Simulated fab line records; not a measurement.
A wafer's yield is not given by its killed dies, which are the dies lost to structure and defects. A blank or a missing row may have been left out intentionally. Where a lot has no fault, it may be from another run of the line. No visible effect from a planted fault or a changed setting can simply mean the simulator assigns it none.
fab line records	flow nand-harc
record: lots: 7	wafers: 21	last-day: 25
route steps=1159 shown A_WL_FILL@816 END@1159
lots that met no fault: from a run of the same line without faults
start-h: start of the lot's first displayed wafer, in hours after the record's first day	wait-h: hours from the lot's prior step to this one	" the same as in the row above	L1.1+2: several wafers, shown together as one row	- no value present, or no start provided	* or withheld: withheld	< > ~ a bound
route shown NAME@n: a module of which the file shows steps, and the number in the route of the first	usual: mean/standard deviation of fault-free wafers	same: alike in all rows	chamber/n: place in a boat	sites: readings site by site	_std_site: how widely they spread, as a standard deviation	_edge_site: the outer-site mean with the inner-site mean subtracted	radius-mm: how far each site lies from the wafer's centre	mask NAME#n: copy n	behind: tool/chamber where the wafer was last shaped	hold: what put the lot on hold/how long, in hours/how the hold closed	device: transistor that didn't switch, given as n, p or np	end of line: the same wafers' tests at the end of the route	a step with no rows: only its recipe	killed: at the first sort, the dies lost to defects and structure; wafer yield is something else	map: shows each die of a wafer: x if killed, . if not, _ if none is there
set.NAME: the setting that was run; set.NAME@STEP: the one run at that earlier step	model.NAME: the simulator's own value behind a step, which no gauge read
lots seen at some steps along the route; tables by step, rows by wafer
services: when a tool's chamber went out of use (start-h, in hours from the record's first day, below 0 if earlier), for how many hours, and the reason
== steps ==
step: NHARC_A_WL_FILL_STRIP_27
recipe: power-w: 1500	temp-c: 250	time-s: 20	chemistry: N2/H2
usual: drypump-motor-current-A: 5.71/0.23	heater-power-w: 352/22
lot.wafer	tool	chamber	start-h	wait-h	drypump-motor-current-A	heater-power-w	rf-hours-counter-h
L392.2	plasma-asher-01	1	365.41	1.0	5.40	365	29
L392.3	"	0	"	"	5.96	363	-
L392.6	"	1	"	"	5.42	364	-
L397.2	plasma-asher-01	1	400.13	0.1	5.41	360	43
L397.3	"	1	"	"	5.41	355	-
L397.6	"	0	"	"	5.97	377	-
L396.1	plasma-asher-02	0	404.49	0.1	5.67	308	11
L396.3	"	0	"	"	5.65	315	-
L396.4	"	1	"	"	5.82	332	-
L398.2	plasma-asher-02	0	407.52	0.1	5.69	316	11
L398.4	"	1	"	"	5.83	327	-
L398.5	"	1	"	"	5.85	338	-
L404.2	plasma-asher-02	0	440.34	0.1	5.68	316	22
L404.4	"	1	"	"	5.82	326	-
L404.5	"	0	"	"	5.67	305	-
L403.2	plasma-asher-01	1	440.38	0.1	5.44	370	57
L403.3	"	0	"	"	5.94	370	-
L403.5	"	1	"	"	5.41	363	-
L411.1	plasma-asher-01	1	482.46	0.1	5.42	347	6
L411.4	"	0	"	"	5.95	368	-
L411.3	"	1	"	"	5.42	359	-
step: NHARC_A_WL_FILL_STRIP_28
recipe: time-s: 1200	temp-c: 72.5	chemistry: post-etch-residue-remover
step: NHARC_A_WL_FILL_PRECLEAN_06
recipe: time-s: 300	chemistry: DIW
step: NHARC_A_WL_FILL_SRD_07
step: NHARC_A_WL_FILL_ANNEAL_08
recipe: temp-c: 450	time-s: 1800
step: NHARC_A_WL_FILL_ALD_10
recipe: target-thk-a: 500	pulse-time-s: 10	ald-cycles: 500	temp-c: 300	material: SiO2
step: NHARC_A_WL_FILL_ETCHBACK_16
recipe: target-depth-a: 880	time-s: 17.6	c4f8-flow-sccm: withheld	o2-flow-sccm: 8	ar-flow-sccm: withheld	rf-w: 600	bias-w: 800	chemistry: C4F8/O2/Ar
usual: oes-product-au: 0.98/0.031	rf-vpp-V: 726/3.5
lot.wafer	tool	chamber	start-h	wait-h	oes-product-au	rf-hours-counter-h	rf-vpp-V
L392.3	rie-diel-04	1	-	-	0.98	2.4	723
L392.2	"	3	"	"	0.98	2.4	728
L392.6	"	1	"	"	0.98	-	722
L397.2	rie-diel-09	2	-	-	0.96	5.9	727
L397.3	"	0	"	"	0.95	5.9	727
L397.6	"	1	"	"	0.96	-	724
L396.1	rie-diel-08	1	-	-	0.99	6.3	729
L396.3	"	2	"	"	1.02	6.2	726
L396.4	"	0	"	"	0.98	6.6	730
L398.2	rie-diel-04	0	-	-	1.00	3.4	721
L398.4	"	1	"	"	0.99	3.7	720
L398.5	"	1	"	"	0.99	-	722
L404.2	rie-diel-08	1	-	-	1.00	8.5	726
L404.4	"	2	"	"	1.00	8.7	726
L404.5	"	1	"	"	1.01	-	727
L403.3	rie-diel-04	3	-	-	0.91	4.6	729
L403.2	"	2	"	"	0.92	3.2	730
L403.5	"	3	"	"	0.91	-	729
L411.4	rie-diel-04	2	-	-	1.01	0.6	728
L411.3	"	3	"	"	0.99	0.7	729
L411.1	"	0	"	"	1.01	0.8	720
step: NHARC_A_WL_FILL_STRIP_29
recipe: time-s: 20	o2-flow-sccm: 500	ar-flow-sccm: 0	bias-w: 0	chemistry: O2
usual: drypump-motor-current-A: 5.8/0.53	oes-product-au: 0.997/0.0095	rf-vpp-V: 58.0/0.87	showerhead-plenum-p-Torr: 3.61/0.12	throttle-valve-pct: 17.037/0.0088
lot.wafer	tool	chamber	start-h	wait-h	drypump-motor-current-A	oes-product-au	rf-hours-counter-h	rf-vpp-V	showerhead-plenum-p-Torr	throttle-valve-pct
L392.3	rie-diel-04	2	375.64	0.1	4.9	1.008	1.2	58.7	3.70	17.037
L392.2	"	3	"	"	5.4	1.003	2.4	59.5	3.72	17.037
L392.6	"	3	"	"	5.4	0.991	-	57.6	3.72	17.026
L397.2	rie-diel-09	1	411.90	0.1	5.7	1.005	5.7	57.9	3.52	17.026
L397.3	"	2	"	"	4.9	0.984	5.9	59.8	3.71	17.051
L397.6	"	0	"	"	6.4	0.986	-	58.7	3.64	17.018
L396.4	rie-diel-08	3	411.94	0.1	6.3	0.992	6.5	57.8	3.60	17.031
L396.1	"	0	"	"	5.5	0.991	6.6	57.8	3.75	17.050
L396.3	"	2	"	"	5.3	0.998	6.2	57.3	3.63	17.030
L398.2	rie-diel-04	2	419.22	0.1	4.9	1.009	2.2	58.2	3.70	17.044
L398.4	"	3	"	"	5.3	0.988	3.6	58.0	3.71	17.038
L398.5	"	2	"	"	5.0	1.011	-	58.3	3.70	17.051
L404.2	rie-diel-08	0	450.37	0.1	5.5	0.993	8.5	58.7	3.75	17.031
L404.4	"	1	"	"	5.8	0.976	8.5	58.7	3.65	17.045
L404.5	"	0	"	"	5.5	0.984	-	57.0	3.75	17.042
L403.2	rie-diel-04	2	450.58	0.1	4.9	1.006	3.2	58.0	3.70	17.042
L403.3	"	3	"	"	5.4	0.991	4.6	57.8	3.71	17.043
L403.5	"	1	"	"	6.4	0.985	-	56.5	3.48	17.036
L411.3	rie-diel-04	0	494.44	0.1	6.1	1.006	0.8	58.9	3.46	17.037
L411.1	"	1	"	"	6.4	0.983	0.6	59.0	3.48	17.025
L411.4	"	3	"	"	5.3	0.995	0.8	58.1	3.71	17.055
step: NHARC_A_WL_FILL_ETCHBACK_17
recipe: target-depth-a: 40	time-s: 26.7	chemistry: Cl2/BCl3
usual: drypump-motor-current-A: 5.8/0.42	oes-product-au: 1.008/0.0092
lot.wafer	tool	chamber	start-h	wait-h	drypump-motor-current-A	oes-product-au	rf-hours-counter-h
L392.2	rie-metal-01	0	375.72	-	5.8	1.025	1.3
L392.3	"	0	"	"	5.9	1.016	-
L392.6	"	1	"	"	5.9	1.015	-
L397.2	rie-metal-03	0	412.00	-	6.2	1.006	3.4
L397.3	"	0	"	"	6.2	1.010	-
L397.6	"	1	"	"	5.0	0.995	-
L396.1	rie-metal-02	0	412.05	-	6.1	1.005	0.4
L396.4	"	1	"	"	5.7	1.011	-
L396.3	"	0	"	"	6.1	1.008	-
L398.2	rie-metal-03	1	419.30	-	4.9	1.000	3.7
L398.4	"	0	"	"	6.2	1.018	-
L398.5	"	0	"	"	6.2	1.008	-
L404.2	rie-metal-02	0	450.46	-	6.1	1.007	1.7
L404.4	"	1	"	"	5.7	1.012	-
L404.5	"	1	"	"	5.7	1.006	-
L403.2	rie-metal-03	1	450.66	-	4.9	0.994	4.5
L403.3	"	1	"	"	4.9	1.006	-
L403.5	"	1	"	"	4.9	1.004	-
L411.1	rie-metal-01	1	494.52	-	5.9	1.029	4.5
L411.3	"	1	"	"	5.9	1.016	-
L411.4	"	0	"	"	5.8	1.016	-
step: NHARC_A_WL_FILL_PRECLEAN_18
recipe: time-s: 30	chemistry: dHF
step: NHARC_A_WL_FILL_SRD_21
step: NHARC_A_WL_FILL_CVD_23
recipe: target-thk-a: 400	temp-c: 620	pressure-mtorr: 200	time-s: 800	material: poly-Si
usual: run-length-s: 801.61/0.22
lot.wafer	tool	chamber	start-h	wait-h	run-length-s
L392.2	lpcvd-poly-03	0	378.19	2.2	801.84
L392.3	"	0	"	"	801.84
L392.6	"	0	"	"	801.84
L396.1	lpcvd-poly-04	0	414.79	2.5	1048.1
L396.3	"	0	"	"	1048.1
L396.4	"	0	"	"	1048.1
L397.2	lpcvd-poly-04	0	414.79	2.6	1048.0
L397.3	"	0	"	"	1048.0
L397.6	"	0	"	"	1048.0
L398.2	lpcvd-poly-04	0	422.12	2.6	1048.2
L398.4	"	0	"	"	1048.2
L398.5	"	0	"	"	1048.2
L403.2	lpcvd-poly-03	0	452.92	2.0	801.36
L403.3	"	0	"	"	801.36
L403.5	"	0	"	"	801.36
L404.2	lpcvd-poly-03	0	452.92	2.2	801.44
L404.4	"	0	"	"	801.44
L404.5	"	0	"	"	801.44
L411.1	lpcvd-poly-04	0	497.07	2.3	801.54
L411.3	"	0	"	"	801.54
L411.4	"	0	"	"	801.54
step: NHARC_A_WL_FILL_ETCHBACK_26
recipe: target-depth-a: 520	time-s: 13.3	hbr-flow-sccm: 150	rf-w: 350	icp-w: 350	bias-w: 60	chemistry: HBr
usual: drypump-motor-current-A: 5.9/0.4	oes-product-au: 0.999/0.01	throttle-valve-pct: 23.267/0.0093
lot.wafer	tool	chamber	start-h	wait-h	drypump-motor-current-A	oes-product-au	rf-hours-counter-h	throttle-valve-pct
L392.2	rie-si-03	3	380.75	0.4	6.0	0.997	0.3	23.275
L392.3	"	2	"	"	5.2	0.992	0.4	23.265
L392.6	"	3	"	"	6.0	0.987	-	23.267
L397.2	rie-si-01	3	417.35	0.4	5.2	0.985	0.8	23.282
L397.3	"	1	"	"	6.1	0.981	0.8	23.267
L397.6	"	3	"	"	5.2	0.975	-	23.260
L396.4	rie-si-02	2	417.37	0.4	6.0	1.003	0.1	23.268
L396.1	"	3	"	"	5.8	1.002	0.1	23.273
L396.3	"	0	"	"	5.9	1.019	0.1	23.270
L398.4	rie-si-02	2	424.73	0.4	6.1	1.011	0.2	23.266
L398.2	"	3	"	"	5.8	1.009	0.2	23.241
L398.5	"	2	"	"	6.1	1.012	-	23.249
L404.4	rie-si-03	3	455.54	0.4	6.0	0.991	0.9	23.266
L404.2	"	0	"	"	6.3	0.997	0.7	23.275
L404.5	"	3	"	"	6.0	0.990	-	23.243
L403.3	rie-si-01	1	455.54	0.4	6.1	0.998	1.1	23.262
L403.2	"	2	"	"	5.5	1.000	1.0	23.263
L403.5	"	1	"	"	6.2	0.986	-	23.274
L411.4	rie-si-02	2	499.66	0.4	6.0	0.997	0.8	23.278
L411.3	"	3	"	"	5.7	0.979	1.0	23.264
L411.1	"	0	"	"	6.0	1.008	0.8	23.277
step: NHARC_END_SORT_01
recipe: temp-c: 25
usual: killed-at-array: 29/11	killed-at-other: 0.5/0.8	killed-at-periphery: 3.5/2.8	killed-dies: 33/12	killed-open: 3.1/1.8	killed-short: 1.8/1.4
same: gross-dies: 677
lot.wafer	tool	chamber	start-h	wait-h	killed-at-array	killed-at-other	killed-at-periphery	killed-dies	killed-open	killed-short
L397.2	prober-01	0	499.13	2.8	36	1	3	40	5	1
L397.3	prober-01	0	499.92	3.1	35	0	4	39	4	1
L397.6	prober-01	0	502.29	3.9	36	0	7	43	3	1
L404.2	prober-02	0	543.43	2.8	34	0	3	37	3	4
L404.4	prober-02	0	545.02	3.4	33	0	3	36	6	4
L404.5	prober-02	0	545.82	3.7	33	0	2	35	0	2
killed by level:class
L397.2 A_CHANNEL_HOLE_D1:chamber-film-flake=16 A_SLIT:chamber-film-flake=12 A_M0:geometric-particle:open=2 P_GATE:geometric-particle:open=1 A_CHANNEL_FILL_D1:geometric-particle:open=1 A_CHANNEL_FILL_D1:geometric-particle:short=1 STARTING-WAFER:geometric-particle:open=1 P_STI:chamber-film-flake=1
L397.3 A_CHANNEL_HOLE_D1:chamber-film-flake=17 A_SLIT:chamber-film-flake=14 P_M0:geometric-particle:open=2 P_M0:geometric-particle:short=1 A_SGD_CUT:geometric-particle:open=1 A_M0:geometric-particle:open=1 P_STI:chamber-film-flake=1 A_ZERO_WELL:chamber-film-flake=1
L397.6 A_CHANNEL_HOLE_D1:chamber-film-flake=17 A_SLIT:chamber-film-flake=12 P_STI:chamber-film-flake=3 A_STAIRCASE:chamber-film-flake=3 P_GATE:chamber-film-flake=2 P_M0:geometric-particle:open=1 A_CHANNEL_FILL_D1:geometric-particle:open=1 A_WL_FILL:geometric-particle:short=1
L404.2 A_CHANNEL_HOLE_D1:chamber-film-flake=17 A_STAIRCASE:chamber-film-flake=5 A_CONTACT:chamber-film-flake=3 A_M0:geometric-particle:short=2 A_CHANNEL_FILL_D1:chamber-film-flake=2 A_SLIT:chamber-film-flake=2 P_GATE:geometric-particle:open=1 P_M0:geometric-particle:open=1
L404.4 A_CHANNEL_HOLE_D1:chamber-film-flake=19 A_ONON_D1:geometric-particle:short=2 A_M0:geometric-particle:open=2 A_CONTACT:chamber-film-flake=2 P_CONTACT:geometric-particle:open=1 A_ONON_D1:geometric-particle:open=1 A_CHANNEL_FILL_D1:geometric-particle:short=1 A_CHANNEL_FILL_D1:geometric-particle:open=1
L404.5 A_CHANNEL_HOLE_D1:chamber-film-flake=15 A_CONTACT:chamber-film-flake=7 A_SLIT:chamber-film-flake=4 A_STAIRCASE:chamber-film-flake=3 A_CHANNEL_FILL_D1:chamber-film-flake=2 P_M2:geometric-particle:short=1 A_CHANNEL_HOLE_D1:geometric-particle:short=1 P_M0:chamber-film-flake=1
== services ==
tool	chamber	start-h	hours	kind
rie-diel-04	0	347.07	-	clean
rie-diel-04	1	347.07	-	clean
rie-diel-04	2	347.07	-	clean
rie-diel-04	0	355.02	10.3	repair
plasma-asher-02	-	360.60	9.0	pm
rie-metal-01	-	369.66	0.3	repair
rie-metal-02	0	387.26	8.7	repair
rie-si-02	-	388.02	9.0	pm
rie-metal-02	-	388.10	9.0	pm
rie-si-01	3	389.63	6.7	repair
rie-diel-09	-	431.13	9.0	pm
rie-diel-08	0	442.01	2.8	repair
rie-diel-04	0	445.48	3.4	repair
rie-si-01	-	445.78	0.4	repair
rie-si-03	-	448.19	1.3	repair
rie-metal-03	-	453.00	9.0	pm
plasma-asher-01	-	453.11	9.0	pm
rie-si-01	-	464.27	21.9	repair
rie-diel-04	-	465.90	9.0	pm
rie-metal-03	1	470.25	6.7	repair
rie-si-02	0	473.22	8.7	repair
rie-diel-08	-	478.80	9.0	pm
rie-si-01	-	486.18	9.0	pm
rie-diel-04	-	494.56	0.9	repair
== key ==
first-sign: step: NHARC_A_WL_FILL_CVD_23	reading: run-length-s	direction: up	sigmas: 99+	usual: *	struck: *
effect none on later readings
met-at NHARC_A_WL_FILL_CVD_23
struck-wafers L396.1,L396.3,L396.4,L397.2,L397.3,L397.6,L398.2,L398.4,L398.5
tester-left-out L396,L397,L398
fault: kind: process-parameter-drift	tool: lpcvd-poly-04	chamber: -	onset-h: 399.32	steps: NHARC_A_WL_FILL_CVD_23	channel: time-s	offset: *	shape: step	end-h: 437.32	acts-in: *	stated: *
tester-left-out: of these lots the tester's yield and bins aren't shown, on N5 and GAA mostly nor the transistor test; their killed dies are dies lost to structure and defects alone, not to doping, threshold or leakage, so they don't give the yield
